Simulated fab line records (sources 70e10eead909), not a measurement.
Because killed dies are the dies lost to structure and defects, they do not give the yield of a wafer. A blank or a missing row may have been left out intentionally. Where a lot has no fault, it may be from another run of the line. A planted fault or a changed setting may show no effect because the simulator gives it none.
Which tool was responsible? + flow nand_harc + 72 wafers from 24 lots sampled at 3 of the route's 1302 steps

== WHAT THE GAUGES READ, wafer by wafer ==
NHARC_A_CONTACT_INSPECT_23. Usual: raw_defect_count reads 542 (standard deviation 140).
| lot  | measured     | on                | raw_defect_count | flag |
|------|--------------|-------------------|------------------|------|
| L075 | day 22 09:59 | defect_inspect-01 | 606 636 604      |      |
| L074 | day 23 02:06 | defect_inspect-02 | 475 550 500      |      |
| L077 | day 23 12:38 | defect_inspect-02 | 800 663 493      |      |
| L078 | day 23 19:07 | defect_inspect-01 | 418 443 509      |      |
| L079 | day 23 19:38 | defect_inspect-01 | 572 679 699      |      |
| L076 | day 24 00:08 | defect_inspect-02 | 537 630 476      |      |
| L080 | day 24 16:43 | defect_inspect-02 | 360 287 390      |      |
| L082 | day 25 23:19 | defect_inspect-02 | 758 862 767      |      |
| L081 | day 26 03:05 | defect_inspect-01 | 466 536 383      |      |
| L083 | day 26 12:08 | defect_inspect-02 | 473 519 485      |      |
| L084 | day 27 13:38 | defect_inspect-01 | 503 857 610      |      |
| L086 | day 27 15:15 | defect_inspect-02 | 375 552 508      |      |
| L085 | day 27 19:21 | defect_inspect-01 | 308 479 642      |      |
| L087 | day 27 21:08 | defect_inspect-02 | 324 377 395      |      |
| L088 | day 28 02:48 | defect_inspect-01 | 625 451 506      |      |
| L089 | day 28 04:32 | defect_inspect-02 | 564 493 402      |      |
| L091 | day 29 18:56 | defect_inspect-01 | 396 506 382      |      |
| L090 | day 29 23:19 | defect_inspect-01 | 528 495 872      |      |
| L092 | day 30 01:22 | defect_inspect-02 | 507 507 1107     |      |
| L093 | day 30 17:52 | defect_inspect-02 | 412 509 443      |      |
| L095 | day 30 23:23 | defect_inspect-02 | 446 640 410      |      |
| L094 | day 31 01:01 | defect_inspect-01 | 639 477 772      |      |
| L096 | day 31 11:50 | defect_inspect-01 | 627 515 662      |      |
| L097 | day 32 06:55 | defect_inspect-01 | 611 589 566      |      |

== EACH LOT AND THE TOOL THAT RAN IT (in order: tool; ch and the chambers of the sampled wafers; start) ==
| lot  | NHARC_A_CONTACT_ETCH_134             | NHARC_A_CONTACT_ALD_18              |
|------|--------------------------------------|-------------------------------------|
| L075 | har_cap_etch-02 ch 0,1, day 22 05:29 | ald_metal-04 ch 0,2,3, day 22 08:31 |
| L074 | har_cap_etch-01 ch 0,1, day 22 21:40 | ald_metal-02 ch 1,3, day 23 00:37   |
| L077 | har_cap_etch-02 ch 0,1, day 23 08:06 | ald_metal-02 ch 0,1, day 23 11:09   |
| L078 | har_cap_etch-02 ch 0,1, day 23 14:31 | ald_metal-01 ch 0,2,3, day 23 17:36 |
| L079 | har_cap_etch-03 ch 0,1, day 23 15:09 | ald_metal-02 ch 0,3, day 23 18:08   |
| L076 | har_cap_etch-02 ch 0,1, day 23 19:30 | ald_metal-01 ch 2,3, day 23 22:32   |
| L080 | har_cap_etch-02 ch 0,1, day 24 12:15 | ald_metal-04 ch 1,3, day 24 15:15   |
| L082 | har_cap_etch-02 ch 0,1, day 25 18:37 | ald_metal-04 ch 2,3, day 25 21:47   |
| L081 | har_cap_etch-01 ch 0,1, day 25 22:28 | ald_metal-01 ch 0,1,2, day 26 01:37 |
| L083 | har_cap_etch-03 ch 0,1, day 26 07:34 | ald_metal-04 ch 1,2,3, day 26 10:42 |
| L084 | har_cap_etch-01 ch 0,1, day 27 09:12 | ald_metal-02 ch 0,2,3, day 27 12:11 |
| L086 | har_cap_etch-02 ch 0,1, day 27 10:33 | ald_metal-04 ch 0,2,3, day 27 13:49 |
| L085 | har_cap_etch-03 ch 1, day 27 14:34   | ald_metal-02 ch 2,3, day 27 17:49   |
| L087 | har_cap_etch-03 ch 0,1, day 27 16:37 | ald_metal-02 ch 0,2, day 27 19:37   |
| L088 | har_cap_etch-01 ch 0,1, day 27 22:01 | ald_metal-02 ch 0,3, day 28 01:18   |
| L089 | har_cap_etch-02 ch 0,1, day 27 23:42 | ald_metal-04 ch 0,3, day 28 03:04   |
| L091 | har_cap_etch-03 ch 0,1, day 29 14:31 | ald_metal-02 ch 0,3, day 29 17:28   |
| L090 | har_cap_etch-02 ch 0,1, day 29 18:22 | ald_metal-01 ch 2,3, day 29 21:49   |
| L092 | har_cap_etch-03 ch 0, day 29 20:52   | ald_metal-04 ch 1,2, day 29 23:52   |
| L093 | har_cap_etch-03 ch 0,1, day 30 12:52 | ald_metal-02 ch 1,2,3, day 30 16:22 |
| L095 | har_cap_etch-02 ch 0,1, day 30 18:52 | ald_metal-01 ch 1,2,3, day 30 21:53 |
| L094 | har_cap_etch-03 ch 0,1, day 30 20:27 | ald_metal-04 ch 0,2, day 30 23:28   |
| L096 | har_cap_etch-03 ch 0,1, day 31 07:21 | ald_metal-02 ch 0,1,3, day 31 10:21 |
| L097 | har_cap_etch-02 ch 0,1, day 32 02:23 | ald_metal-04 ch 0,1,3, day 32 05:27 |
- NHARC_A_CONTACT_ETCH_134: etches the open film in C4F8/O2/Ar, time 140 s, target depth 700 nm.
- NHARC_A_CONTACT_ALD_18: deposits TiN, target thk 3 nm, pulse time 1 s, ald cycles 150.

== AS READ BY THE TOOLS THEMSELVES (means over the sampled wafers that have a number; for cases with no such wafer, the mark the record gives instead) ==
NHARC_A_CONTACT_ALD_18. Usual: heater_power_w 1099 W, standard deviation 91; precursor_pulse_height_rel 1.002, standard deviation 0.02.
| lot  | tool         | heater_power_w (W) | precursor_pulse_height_rel | flag |
|------|--------------|--------------------|----------------------------|------|
| L075 | ald_metal-04 | 1087               | 1.001                      |      |
| L074 | ald_metal-02 | 1152               | 0.988                      |      |
| L077 | ald_metal-02 | 1152               | 0.986                      |      |
| L078 | ald_metal-01 | 994                | 1.016                      |      |
| L079 | ald_metal-02 | 1167               | 1.013                      |      |
| L076 | ald_metal-01 | 1043               | 1.001                      |      |
| L080 | ald_metal-04 | 1138               | 0.995                      |      |
| L082 | ald_metal-04 | 1076               | 1.016                      |      |
| L081 | ald_metal-01 | 1073               | 0.992                      |      |
| L083 | ald_metal-04 | 1093               | 1.003                      |      |
| L084 | ald_metal-02 | 1163               | 0.979                      |      |
| L086 | ald_metal-04 | 1094               | 0.999                      |      |
| L085 | ald_metal-02 | 1103               | 1.007                      |      |
| L087 | ald_metal-02 | 1160               | 1.001                      |      |
| L088 | ald_metal-02 | 1185               | 1.005                      |      |
| L089 | ald_metal-04 | 1178               | 0.991                      |      |
| L091 | ald_metal-02 | 1167               | 1.008                      |      |
| L090 | ald_metal-01 | 1001               | 1.012                      |      |
| L092 | ald_metal-04 | 1038               | 0.998                      |      |
| L093 | ald_metal-02 | 1100               | 0.988                      |      |
| L095 | ald_metal-01 | 1021               | 1.017                      |      |
| L094 | ald_metal-04 | 1088               | 1.005                      |      |
| L096 | ald_metal-02 | 1138               | 0.991                      |      |
| L097 | ald_metal-04 | 1125               | 0.996                      |      |

== THE ANSWER, worked out from the rows above alone ==
Rule: a lot is off if the mean of its wafers that have a number lies more than 3 standard deviations from the usual mean. A lot without any number at a reading at which 4 lots or more have one is off too. All remaining lots with rows at the step are treated as sound. After the gauges, taken in route order, come the tools' own readings; for these a lot's mean is taken, as printed above. The first step at which some lot is off is used, and at that step the reading that is off furthest; a lot without a number counts as furthest.
No lot is off at any reading shown: from this, nothing can be told.

== WHAT WAS PUT IN BY THE SIMULATOR ==
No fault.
